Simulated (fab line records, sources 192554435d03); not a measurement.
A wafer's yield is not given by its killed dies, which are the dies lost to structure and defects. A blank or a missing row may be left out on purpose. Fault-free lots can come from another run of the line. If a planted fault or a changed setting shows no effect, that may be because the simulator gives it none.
fab line records -- flow n5Finfet
[record] lots = 7, wafers = 21
route steps=1938 shown BEOL_M4@1070 BEOL_M5@1123 BEOL_M6@1200 BEOL_M7@1268
startH: hours from the record's opening day to when the first of the lot's shown wafers began -- waitH: hours from the lot's prior step to this one -- " identical to the entry in the row above -- L1.1+2: several wafers, shown together as one row -- - value missing, or start not given -- * or withheld: withheld -- < > ~ a bound
route shown NAME@n: NAME is a module with steps in the file, n the number in the route of the first one -- usual: average and standard deviation across the fault-free wafers -- same: alike in all rows -- chamber/n: place in a boat -- sites: the reading at each site -- _std_site: their standard deviation -- _edge_site: inner sites' mean taken away from outer sites' mean -- radiusMm: how far each site lies from the wafer's centre -- mask NAME#n: copy n -- behind: the last tool/chamber to shape the wafer -- hold: what put the lot on hold/how long, in hours/how the hold closed -- device: the transistor (n, p or np) that didn't switch -- end of line: tests of these same wafers at the route's end -- a step without rows: its recipe alone -- killed: the dies lost at the first sort to structure and to defects; this is not the yield of the wafer -- map: the dies of a wafer, with x for killed, . for not killed, _ for no die there
set.NAME: the run value of the setting; set.NAME@STEP: its run value at that earlier step -- model.NAME: the simulator's own value behind a step, which no gauge read
one table per step and one row per wafer, for lots whose settings were changed on purpose
[[steps]]
[step N5_BEOL_M4_TRENCH_ETCH_37]
[recipe] chemistry = C4F6/O2, targetDepthA = 555.55, target = SiOC, timeS = 29.2, ionEnergyEv = 250, pressureMtorr = 30, sourceW = 355, biasW = 185, Ar_flow_sccm = 300, C4F6_flow_sccm = 10, O2_flow_sccm = 10
[usual] rfVppV = 672/13
lot.wafer,tool,chamber,startH,waitH,set.biasW,rfVppV
L075.1,rieDiel-06,3,-,-,185,653
L075.3,rieDiel-06,1,-,-,209.9,748
L075.6,rieDiel-06,3,-,-,209.9,725
L076.4,rieDiel-05,0,-,-,185,666
L076.5,rieDiel-05,2,-,-,205.5,713
L076.6,rieDiel-05,1,-,-,205.5,723
L084.1,rieDiel-04,1,-,-,209.9,734
L084.2,rieDiel-04,3,-,-,209.9,765
L084.3,rieDiel-04,2,-,-,185,657
L087.1,rieDiel-06,0,-,-,185,664
L087.2,rieDiel-06,3,-,-,161,585
L087.6,rieDiel-06,0,-,-,185,665
L092.2,rieDiel-06,1,-,-,185,677
L092.3,rieDiel-06,0,-,-,185,664
L092.6,rieDiel-06,2,-,-,185,690
L090.1,rieDiel-05,3,-,-,185,650
L090.3,rieDiel-05,1,-,-,185,666
L090.6,rieDiel-05,2,-,-,185,656
L097.1,rieDiel-04,3,-,-,185,694
L097.5,rieDiel-04,2,-,-,185,669
L097.6,rieDiel-04,1,-,-,185,664
[step N5_BEOL_M4_ETCH_41]
[recipe] chemistry = CH3F/O2, target = SiCN, targetDepthA = 299, taperDeg = 2, timeS = 52.5, ionEnergyEv = 120, maskMaterial = TiN, pressureMtorr = 30, sourceW = 395, biasW = 75, Ar_flow_sccm = 150, CH3F_flow_sccm = 30, O2_flow_sccm = 20
[step N5_BEOL_M4_STRIP_97]
[recipe] chemistry = N2/H2, timeS = 10, powerW = 450, tempC = 40, pressureMtorr = 20, rfFrequencyHz = 6e+07, biasPowerW = 7, n2FlowSccm = 200, h2FlowSccm = 200
[step N5_BEOL_M4_ECD_50]
[recipe] material = Cu, targetThkA = 3000
[step N5_BEOL_M4_ANNEAL_51]
[recipe] tempC = 225, timeS = 90, ambient = N2
[step N5_BEOL_M4_CMP_52]
[recipe] stopOn = SiOC, tOverpolishS = 6.8, downForcePsi = 1, platenRpm = 50, clearingPlatenDownForcePsi = 1.5, clearingPlatenRpm = 50, postCmpClean = cuAlkaline, targetThkNm = 40, clearingPlatenPadVelocityMS = 0.99484, padVelocityMS = 0.99484
lot.wafer,tool,chamber,startH,waitH,set.biasW@BEOL_M4_TRENCH_ETCH_37,model.Cu_of_BEOL_M4_ECD_50.thkNm
L075.3,cmp-01,3,177.17,0.5,209.9,44.4
L075.1,cmp-01,0,177.17,0.5,185,40.8
L075.6,cmp-01,1,177.17,0.5,209.9,44
L076.4,cmp-03,0,190.71,0.2,185,39.4
L076.5,cmp-03,3,190.71,0.2,205.5,41
L076.6,cmp-03,0,190.71,0.2,205.5,40.4
L084.1,cmp-01,3,245.67,0.3,209.9,43
L084.2,cmp-01,0,245.67,0.3,209.9,42.8
L084.3,cmp-01,1,245.67,0.3,185,40
L087.2,cmp-03,2,282.88,0.2,161,38.6
L087.1,cmp-03,1,282.88,0.2,185,39.8
L087.6,cmp-03,2,282.88,0.2,185,41.2
L092.2,cmp-03,2,309.99,0.2,185,40.6
L092.3,cmp-03,1,309.99,0.2,185,39.2
L092.6,cmp-03,3,309.99,0.2,185,39.8
L090.3,cmp-01,1,310.79,0.2,185,39
L090.1,cmp-01,2,310.79,0.2,185,39.2
L090.6,cmp-01,1,310.79,0.2,185,40.2
L097.1,cmp-03,3,340.21,0.3,185,41
L097.5,cmp-03,3,340.21,0.3,185,40.2
L097.6,cmp-03,0,340.21,0.3,185,40
[step N5_BEOL_M5_EXPOSE_08]
[recipe] maskId = M5, na = 0.33, sourceShape = annular, sigmaInner = 0.4, sigmaOuter = 0.8, polarization = unpolarized, targetCdNm = 28, doseMj = 35.75
lot.wafer,tool,chamber,startH,waitH,mask,set.doseMj
L075.1+3,euvScanner-01,0,180.14,-,M5#0,35.75
L075.6,euvScanner-01,0,180.14,-,M5#0,34.17
L076.4+5,euvScanner-02,0,194.62,-,M5#0,35.75
L076.6,euvScanner-02,0,194.62,-,M5#0,37.31
L084.1+3,euvScanner-02,0,248.50,-,M5#0,34.6
L084.2,euvScanner-02,0,248.50,-,M5#0,35.75
L087.1+6,euvScanner-02,0,285.85,-,M5#0,36.8
L087.2,euvScanner-02,0,285.85,-,M5#0,35.75
L092.2,euvScanner-01,0,314.00,-,M5#0,36.49
L092.3+6,euvScanner-01,0,314.00,-,M5#0,35.75
L090.1+3,euvScanner-02,0,314.33,-,M5#0,35.75
L090.6,euvScanner-02,0,314.33,-,M5#0,37.35
L097.1+5+6,euvScanner-02,0,343.07,-,M5#0,35.75
[step N5_BEOL_M5_PEB_09]
[recipe] pebTempC = 100, pebTimeS = 60, resist = CAR-EUV
[step N5_BEOL_M5_DEVELOP_10]
[recipe] developTimeS = 30, developer = TMAH, resist = CAR-EUV, rinseLiquid = surfactantRinse, dry = airSpin, devTempC = 23
[step N5_BEOL_M5_DESCUM_16]
[recipe] chemistry = O2, timeS = 7, sourcePowerW = 50, biasPowerW = 20, pressureMtorr = 20, rfFrequencyHz = 2.712e+07, tempC = 40, resist = CAR-EUV, o2FlowSccm = 225
lot.wafer,tool,chamber,startH,waitH,set.doseMj@BEOL_M5_EXPOSE_08,model.BEOL_M5.cdNm
L075.1+3,rieDiel-03,"3,1",180.40,0.0,35.75,27.8
L075.6,rieDiel-03,3,180.40,0.0,34.17,27
L076.4+5,rieDiel-02,1,194.85,0.0,35.75,28
L076.6,rieDiel-02,2,194.85,0.0,37.31,29
L084.1,rieDiel-01,3,250.42,1.7,34.6,27.2
L084.2,rieDiel-01,1,250.42,1.7,35.75,28
L084.3,rieDiel-01,2,250.42,1.7,34.6,27.4
L087.1+6,rieDiel-01,"2,1",286.17,0.1,36.8,28.4
L087.2,rieDiel-01,3,286.17,0.1,35.75,27.8
L092.2,rieDiel-03,2,314.24,0.0,36.49,28.6
L092.3+6,rieDiel-03,"3,1",314.24,0.0,35.75,28.2
L090.1+3,rieDiel-03,"1,3",314.58,0.0,35.75,27.8
L090.6,rieDiel-03,1,314.58,0.0,37.35,28.8
L097.1+6,rieDiel-02,0,345.39,2.1,35.75,27.8
L097.5,rieDiel-02,1,345.39,2.1,35.75,28
[step N5_BEOL_M5_ETCH_72]
[recipe] chemistry = N2/H2, target = underlayer, targetDepthA = 65, maskMaterial = CAR-EUV, timeS = 5.2, ionEnergyEv = 200, pressureMtorr = 30, sourceW = 840, biasW = 150, n2FlowSccm = 200, h2FlowSccm = 200, ends = cleared
[usual] rfVppV = 524.6/2.5
lot.wafer,tool,chamber,startH,waitH,set.biasW,set.doseMj@BEOL_M5_EXPOSE_08,rfVppV,model.BEOL_M5.cdNm
L075.1,rieDiel-03,3,180.43,0.0,175.5,35.75,578.1,27.6
L075.3,rieDiel-03,1,180.43,0.0,175.5,35.75,582.4,27.8
L075.6,rieDiel-03,3,180.43,0.0,150,34.17,524.3,26.8
L076.4,rieDiel-02,1,194.89,0.0,150,35.75,527.2,28
L076.5,rieDiel-02,1,194.89,0.0,150,35.75,525.8,28
L076.6,rieDiel-02,2,194.89,0.0,150,37.31,523.6,29
L084.1,rieDiel-01,3,250.46,0.0,150,34.6,520.6,27.2
L084.2,rieDiel-01,1,250.46,0.0,150,35.75,524.7,28
L084.3,rieDiel-01,2,250.46,0.0,163,34.6,556.4,27.4
L087.1,rieDiel-01,2,286.20,0.0,150,36.8,525.9,28.2
L087.2,rieDiel-01,3,286.20,0.0,150,35.75,519.9,27.8
L087.6,rieDiel-01,1,286.20,0.0,150,36.8,522.6,28.2
L092.2,rieDiel-03,2,314.28,0.0,150,36.49,523.0,28.6
L092.3,rieDiel-03,3,314.28,0.0,150,35.75,522.3,28
L092.6,rieDiel-03,1,314.28,0.0,139.1,35.75,504.6,28.2
L090.1,rieDiel-03,1,314.61,0.0,132.4,35.75,487.9,27.8
L090.3,rieDiel-03,3,314.61,0.0,150,35.75,522.5,27.6
L090.6,rieDiel-03,1,314.61,0.0,150,37.35,528.3,28.8
L097.1,rieDiel-02,0,345.42,0.0,150,35.75,521.9,27.8
L097.5,rieDiel-02,1,345.42,0.0,150,35.75,525.3,28
L097.6,rieDiel-02,0,345.42,0.0,150,35.75,519.2,27.8
[step N5_BEOL_M5_ETCH_61]
[recipe] chemistry = CF4, target = SiARC, targetDepthA = 156, maskMaterial = CAR-EUV, timeS = 26, ionEnergyEv = 80, pressureMtorr = 40, sourceW = 545, biasW = 36, Ar_flow_sccm = 100, cf4FlowSccm = 100, ends = cleared
[step N5_BEOL_M5_ETCH_62]
[recipe] chemistry = N2/H2, target = SOC, targetDepthA = 750, overetchA = 150, maskMaterial = SiARC, tempC = 40, timeS = 112.5, ionEnergyEv = 200, pressureMtorr = 30, sourceW = 840, biasW = 150, n2FlowSccm = 200, h2FlowSccm = 200
lot.wafer,tool,chamber,startH,waitH,set.doseMj@BEOL_M5_EXPOSE_08,model.BEOL_M5.cdNm
L075.1,rieDiel-03,3,180.47,0.0,35.75,27.8
L075.3,rieDiel-03,1,180.47,0.0,35.75,28.2
L075.6,rieDiel-03,3,180.47,0.0,34.17,27
L076.4,rieDiel-02,1,194.93,0.0,35.75,27.6
L076.5,rieDiel-02,1,194.93,0.0,35.75,27.8
L076.6,rieDiel-02,2,194.93,0.0,37.31,29
L084.1,rieDiel-01,3,250.50,0.0,34.6,27
L084.2,rieDiel-01,1,250.50,0.0,35.75,28.4
L084.3,rieDiel-01,2,250.50,0.0,34.6,27.6
L087.1,rieDiel-01,2,286.25,0.0,36.8,28.2
L087.2,rieDiel-01,3,286.25,0.0,35.75,28
L087.6,rieDiel-01,1,286.25,0.0,36.8,28.4
L092.2,rieDiel-03,2,314.32,0.0,36.49,28.6
L092.3,rieDiel-03,3,314.32,0.0,35.75,27.8
L092.6,rieDiel-03,1,314.32,0.0,35.75,28.2
L090.1,rieDiel-03,1,314.66,0.0,35.75,27.8
L090.3,rieDiel-03,3,314.66,0.0,35.75,27.6
L090.6,rieDiel-03,1,314.66,0.0,37.35,28.8
L097.1+5,rieDiel-02,"0,1",345.47,0.0,35.75,27.8
L097.6,rieDiel-02,0,345.47,0.0,35.75,27.6
[step N5_BEOL_M5_STRIP_63]
[recipe] chemistry = N2/H2, tempC = 40, n2FlowSccm = 200, h2FlowSccm = 200, rfFrequencyHz = 6e+07
[step N5_BEOL_M5_STRIP_73]
[recipe] chemistry = N2/H2, tempC = 40, n2FlowSccm = 200, h2FlowSccm = 200, rfFrequencyHz = 6e+07
[step N5_BEOL_M5_STRIP_64]
[recipe] chemistry = CF4, resist = SiARC, powerW = 300, biasPowerW = 75, pressureMtorr = 50, cf4FlowSccm = 150, rfFrequencyHz = 6e+07
[step N5_BEOL_M5_HM_OPEN_17]
[recipe] chemistry = Cl2/BCl3, targetDepthA = 200, overetchA = 60, target = TiN, maskMaterial = SOC, ionEnergyEv = 150, pressureMtorr = 10, icpW = 1000, biasW = 126, Cl2_flow_sccm = 53.25, bcl3FlowSccm = 21.75, Ar_flow_sccm = 25
lot.wafer,tool,chamber,startH,waitH,set.doseMj@BEOL_M5_EXPOSE_08,model.BEOL_M5.cdNm
L075.1,rieMetal-01,1,180.64,0.0,35.75,27.6
L075.3,rieMetal-01,1,180.64,0.0,35.75,28
L075.6,rieMetal-01,0,180.64,0.0,34.17,27
L076.4,rieMetal-03,1,195.13,0.1,35.75,28
L076.5,rieMetal-03,1,195.13,0.1,35.75,28.2
L076.6,rieMetal-03,0,195.13,0.1,37.31,29
L084.1,rieMetal-02,1,250.69,0.1,34.6,27
L084.2,rieMetal-02,0,250.69,0.1,35.75,28.2
L084.3,rieMetal-02,0,250.69,0.1,34.6,27.6
L087.1,rieMetal-02,0,286.42,0.0,36.8,28
L087.2,rieMetal-02,1,286.42,0.0,35.75,28
L087.6,rieMetal-02,1,286.42,0.0,36.8,28.6
L092.2,rieMetal-02,1,314.49,0.0,36.49,28.6
L092.3,rieMetal-02,0,314.49,0.0,35.75,27.8
L092.6,rieMetal-02,1,314.49,0.0,35.75,28.4
L090.1+3,rieMetal-01,1,314.83,0.0,35.75,27.8
L090.6,rieMetal-01,0,314.83,0.0,37.35,28.8
L097.1+5,rieMetal-02,1,345.64,0.0,35.75,28
L097.6,rieMetal-02,0,345.64,0.0,35.75,27.8
[step N5_BEOL_M6_COAT_60]
[recipe] resist = SiARC, tempC = 220, timeS = 60, spinRpm = 1500, resistThkNm = 35
lot.wafer,tool,chamber,startH,waitH,set.spinRpm,model.SiARC_of_BEOL_M6_COAT_60.thkNm
L075.1,lithoTrack-03,0,-,-,1500,35
L075.3,lithoTrack-03,0,-,-,1336,37
L075.6,lithoTrack-03,0,-,-,1336,37.2
L076.4+6,lithoTrack-02,0,-,-,1500,35
L076.5,lithoTrack-02,0,-,-,1410,36.2
L084.1,lithoTrack-02,0,-,-,1340,36.8
L084.2+3,lithoTrack-02,0,-,-,1500,35
L087.1,lithoTrack-05,0,-,-,1650,33.4
L087.2+6,lithoTrack-05,0,-,-,1500,35.2
L092.2+3+6,lithoTrack-02,0,-,-,1500,35
L090.1,lithoTrack-05,0,-,-,1500,35
L090.3+6,lithoTrack-05,0,-,-,1555,34.4
L097.1+6,lithoTrack-05,0,-,-,1500,35
L097.5,lithoTrack-05,0,-,-,1500,35.2
[step N5_BEOL_M6_COAT_05]
[recipe] resist = CAR-ArF, spinRpm = 1500, resistThkNm = 90
[step N5_BEOL_M6_EBR_07]
[recipe] solvent = PGMEA, ebrWidthMm = 1.5
[step N5_BEOL_M6_DESCUM_16]
[recipe] chemistry = O2, timeS = 7.9, sourcePowerW = 50, biasPowerW = 20, pressureMtorr = 20, rfFrequencyHz = 2.712e+07, tempC = 40, resist = CAR-ArF, o2FlowSccm = 225
[step N5_BEOL_M6_ETCH_61]
[recipe] chemistry = CF4, target = SiARC, targetDepthA = 455, maskMaterial = CAR-ArF, timeS = 75.8, ionEnergyEv = 80, pressureMtorr = 40, sourceW = 545, biasW = 36, Ar_flow_sccm = 100, cf4FlowSccm = 100, ends = cleared
[usual] etchRfOnTimeS = 76.2/1.4
lot.wafer,tool,chamber,startH,waitH,set.spinRpm@BEOL_M6_COAT_60,etchRfOnTimeS,model.etch.depthNm,model.CAR-ArF_of_BEOL_M6_COAT_05.thkNm
L075.1,rieDiel-04,0,194.81,0.0,1500,77.9,34.92,51.4
L075.3,rieDiel-04,3,194.81,0.0,1336,78.6,37.01,49.6
L075.6,rieDiel-04,3,194.81,0.0,1336,79.5,37.17,49.4
L076.4,rieDiel-05,2,207.92,0.0,1500,77.3,35.09,51.4
L076.5,rieDiel-05,0,207.92,0.0,1410,78.7,36.16,50.4
L076.6,rieDiel-05,1,207.92,0.0,1500,76.9,35.02,51.4
L084.1,rieDiel-05,1,265.77,0.0,1340,80.2,36.88,49.4
L084.2,rieDiel-05,3,265.77,0.0,1500,77.0,34.91,51
L084.3,rieDiel-05,2,265.77,0.0,1500,76.2,34.96,51.2
L087.1,rieDiel-05,1,298.01,0.0,1650,73.7,33.43,52.6
L087.2,rieDiel-05,3,298.01,0.0,1500,77.1,35.17,50.8
L087.6,rieDiel-05,2,298.01,0.0,1500,77.4,35.11,51
L092.2,rieDiel-05,3,326.88,0.0,1500,77.5,35.08,50.8
L092.3,rieDiel-05,1,326.88,0.0,1500,77.8,35.07,50.8
L092.6,rieDiel-05,0,326.88,0.0,1500,76.7,35.09,50.6
L090.1,rieDiel-04,2,327.48,0.0,1500,76.2,35.01,51
L090.3,rieDiel-04,3,327.48,0.0,1555,74.1,34.38,51.6
L090.6,rieDiel-04,3,327.48,0.0,1555,74.5,34.4,51.6
L097.1,rieDiel-06,3,358.82,0.0,1500,74.3,35.08,50.6
L097.5,rieDiel-06,0,358.82,0.0,1500,75.6,35.12,50.6
L097.6,rieDiel-06,3,358.82,0.0,1500,74.5,35.09,50.8
[step N5_BEOL_M6_ETCH_62]
[recipe] chemistry = N2/H2, target = SOC, targetDepthA = 1100, overetchA = 220, maskMaterial = SiARC, tempC = 40, timeS = 165, ionEnergyEv = 200, pressureMtorr = 30, sourceW = 840, biasW = 150, n2FlowSccm = 200, h2FlowSccm = 200
lot.wafer,tool,chamber,startH,waitH,set.spinRpm@BEOL_M6_COAT_60,model.SiARC_of_BEOL_M6_COAT_60.thkNm
L075.1,rieDiel-04,0,194.87,0.0,1500,28.4
L075.3,rieDiel-04,3,194.87,0.0,1336,30
L075.6,rieDiel-04,3,194.87,0.0,1336,30.2
L076.4,rieDiel-05,2,208.02,0.1,1500,28.6
L076.5,rieDiel-05,0,208.02,0.1,1410,29.6
L076.6,rieDiel-05,1,208.02,0.1,1500,28.4
L084.1,rieDiel-05,1,265.82,0.0,1340,30.2
L084.2+3,rieDiel-05,"3,2",265.82,0.0,1500,28.4
L087.1,rieDiel-05,1,298.07,0.0,1650,27
L087.2,rieDiel-05,3,298.07,0.0,1500,28.8
L087.6,rieDiel-05,2,298.07,0.0,1500,28.6
L092.2,rieDiel-05,3,326.94,0.0,1500,28.8
L092.3+6,rieDiel-05,"1,0",326.94,0.0,1500,28.6
L090.1,rieDiel-04,2,327.53,0.0,1500,28.2
L090.3,rieDiel-04,3,327.53,0.0,1555,27.2
L090.6,rieDiel-04,3,327.53,0.0,1555,27.4
L097.1+6,rieDiel-06,3,358.87,0.0,1500,28.4
L097.5,rieDiel-06,0,358.87,0.0,1500,28.6
[step N5_BEOL_M7_COAT_59]
[recipe] resist = SOC, tempC = 250, timeS = 60, spinRpm = 1500, resistThkNm = 100
lot.wafer,tool,chamber,startH,waitH,set.spinRpm,model.SOC_of_BEOL_M7_COAT_59.thkNm
L075.1+3,lithoTrack-01,0,202.67,0.1,1500,100.2
L075.6,lithoTrack-01,0,202.67,0.1,1500,100.4
L076.4,lithoTrack-03,0,219.76,0.1,1561,98.4
L076.5,lithoTrack-03,0,219.76,0.1,1500,100.4
L076.6,lithoTrack-03,0,219.76,0.1,1561,98.6
L084.1,lithoTrack-04,0,271.71,0.1,1390,104.2
L084.2,lithoTrack-04,0,271.71,0.1,1500,99.8
L084.3,lithoTrack-04,0,271.71,0.1,1500,100
L087.1+2,lithoTrack-01,0,307.09,0.1,1586,97.4
L087.6,lithoTrack-01,0,307.09,0.1,1500,100
L092.2+6,lithoTrack-03,0,334.00,0.1,1500,100.6
L092.3,lithoTrack-03,0,334.00,0.1,1430,102.8
L090.1,lithoTrack-01,0,334.50,0.1,1500,99.8
L090.3,lithoTrack-01,0,334.50,0.1,1553,98.2
L090.6,lithoTrack-01,0,334.50,0.1,1553,98.4
L097.1+5,lithoTrack-03,0,369.52,0.1,1500,99.8
L097.6,lithoTrack-03,0,369.52,0.1,1500,100
[step N5_BEOL_M7_COAT_05]
[recipe] resist = CAR-ArF, spinRpm = 1500, resistThkNm = 90
lot.wafer,tool,chamber,startH,waitH,set.spinRpm,model.CAR-ArF_of_BEOL_M7_COAT_05.thkNm
L075.1,lithoTrack-01,0,-,-,1500,90.4
L075.3,lithoTrack-01,0,-,-,1500,90.2
L075.6,lithoTrack-01,0,-,-,1500,90.6
L076.4,lithoTrack-03,0,-,-,1617,87
L076.5+6,lithoTrack-03,0,-,-,1500,90
L084.1,lithoTrack-04,0,-,-,1369,94.4
L084.2+3,lithoTrack-04,0,-,-,1500,90.2
L087.1,lithoTrack-01,0,-,-,1500,90.2
L087.2,lithoTrack-01,0,-,-,1363,94.8
L087.6,lithoTrack-01,0,-,-,1363,94.4
L092.2+3,lithoTrack-03,0,-,-,1500,90.2
L092.6,lithoTrack-03,0,-,-,1500,90.4
L090.1,lithoTrack-01,0,-,-,1500,90.4
L090.3,lithoTrack-01,0,-,-,1500,90.2
L090.6,lithoTrack-01,0,-,-,1364,94.6
L097.1,lithoTrack-03,0,-,-,1500,90.2
L097.5,lithoTrack-03,0,-,-,1500,90
L097.6,lithoTrack-03,0,-,-,1500,90.4
[step N5_BEOL_M7_EBR_07]
[recipe] solvent = PGMEA, ebrWidthMm = 1.5
[step N5_BEOL_M7_SOFTBAKE_06]
[recipe] tempC = 110, timeS = 60, resist = CAR-ArF
[step N5_BEOL_M7_EXPOSE_08]
[recipe] maskId = M7, na = 1.35, sourceShape = dipole, sigmaInner = 0.817, sigmaOuter = 0.97, polarization = te, doseMj = 68.25
[step N5_BEOL_M7_PEB_09]
[recipe] pebTempC = withheld, pebTimeS = 60, resist = CAR-ArF
[step N5_BEOL_M7_DEVELOP_10]
[recipe] developTimeS = 30, developer = TMAH, resist = CAR-ArF, rinseLiquid = diw, dry = airSpin, devTempC = 23
lot.wafer,tool,chamber,startH,waitH,set.spinRpm@BEOL_M7_COAT_05,model.CAR-ArF_of_BEOL_M7_COAT_05.thkNm
L075.1+3,lithoTrack-04,0,-,-,1500,88.6
L075.6,lithoTrack-04,0,-,-,1500,88.8
L076.4,lithoTrack-01,0,-,-,1617,85.2
L076.5,lithoTrack-01,0,-,-,1500,88.2
L076.6,lithoTrack-01,0,-,-,1500,88.4
L084.1,lithoTrack-04,0,-,-,1369,92.8
L084.2+3,lithoTrack-04,0,-,-,1500,88.4
L087.1,lithoTrack-03,0,-,-,1500,88.6
L087.2,lithoTrack-03,0,-,-,1363,93.2
L087.6,lithoTrack-03,0,-,-,1363,92.8
L092.2,lithoTrack-04,0,-,-,1500,88.4
L092.3+6,lithoTrack-04,0,-,-,1500,88.6
L090.1,lithoTrack-01,0,-,-,1500,88.6
L090.3,lithoTrack-01,0,-,-,1500,88.4
L090.6,lithoTrack-01,0,-,-,1364,93
L097.1+6,lithoTrack-03,0,-,-,1500,88.6
L097.5,lithoTrack-03,0,-,-,1500,88.4
[[key]]
[split] step = N5_BEOL_M4_TRENCH_ETCH_37, setting = biasW, stated = 185, by = wafer
[response] step = N5_BEOL_M4_TRENCH_ETCH_37, reading = rfVppV, change = +6.09, per = 1%, r = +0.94
[response] step = N5_BEOL_M4_CMP_52, reading = model.Cu_of_BEOL_M4_ECD_50.thkNm, change = +0.19, per = 1%, r = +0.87
[split] step = N5_BEOL_M5_EXPOSE_08, setting = doseMj, stated = 35.75, by = wafer
[response] step = N5_BEOL_M5_DESCUM_16, reading = model.BEOL_M5.cdNm, change = +0.21, per = 1%, r = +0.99
[response] step = N5_BEOL_M5_ETCH_72, reading = model.BEOL_M5.cdNm, change = +0.217, per = 1%, r = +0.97
[response] step = N5_BEOL_M5_ETCH_62, reading = model.BEOL_M5.cdNm, change = +0.253, per = 1%, r = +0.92
[response] step = N5_BEOL_M5_HM_OPEN_17, reading = model.BEOL_M5.cdNm, change = +0.205, per = 1%, r = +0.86
[split] step = N5_BEOL_M5_ETCH_72, setting = biasW, stated = 150, by = wafer
[response] step = N5_BEOL_M5_ETCH_72, reading = rfVppV, change = +3.27, per = 1%, r = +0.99
[split] step = N5_BEOL_M6_COAT_60, setting = spinRpm, stated = 1500, by = wafer
[response] step = N5_BEOL_M6_COAT_60, reading = model.SiARC_of_BEOL_M6_COAT_60.thkNm, change = -0.182, per = 1%, r = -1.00
[response] step = N5_BEOL_M6_ETCH_61, reading = etchRfOnTimeS, change = *, per = 1%, r = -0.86
[response] step = N5_BEOL_M6_ETCH_61, reading = model.etch.depthNm, change = -0.184, per = 1%, r = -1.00
[response] step = N5_BEOL_M6_ETCH_61, reading = model.CAR-ArF_of_BEOL_M6_COAT_05.thkNm, change = +0.167, per = 1%, r = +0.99
[response] step = N5_BEOL_M6_ETCH_62, reading = model.SiARC_of_BEOL_M6_COAT_60.thkNm, change = -0.169, per = 1%, r = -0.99
[split] step = N5_BEOL_M7_COAT_59, setting = spinRpm, stated = 1500, by = wafer
[response] step = N5_BEOL_M7_COAT_59, reading = model.SOC_of_BEOL_M7_COAT_59.thkNm, change = -0.507, per = 1%, r = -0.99
[split] step = N5_BEOL_M7_COAT_05, setting = spinRpm, stated = 1500, by = wafer
[response] step = N5_BEOL_M7_COAT_05, reading = model.CAR-ArF_of_BEOL_M7_COAT_05.thkNm, change = -0.46, per = 1%, r = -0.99
[response] step = N5_BEOL_M7_DEVELOP_10, reading = model.CAR-ArF_of_BEOL_M7_COAT_05.thkNm, change = -0.474, per = 1%, r = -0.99
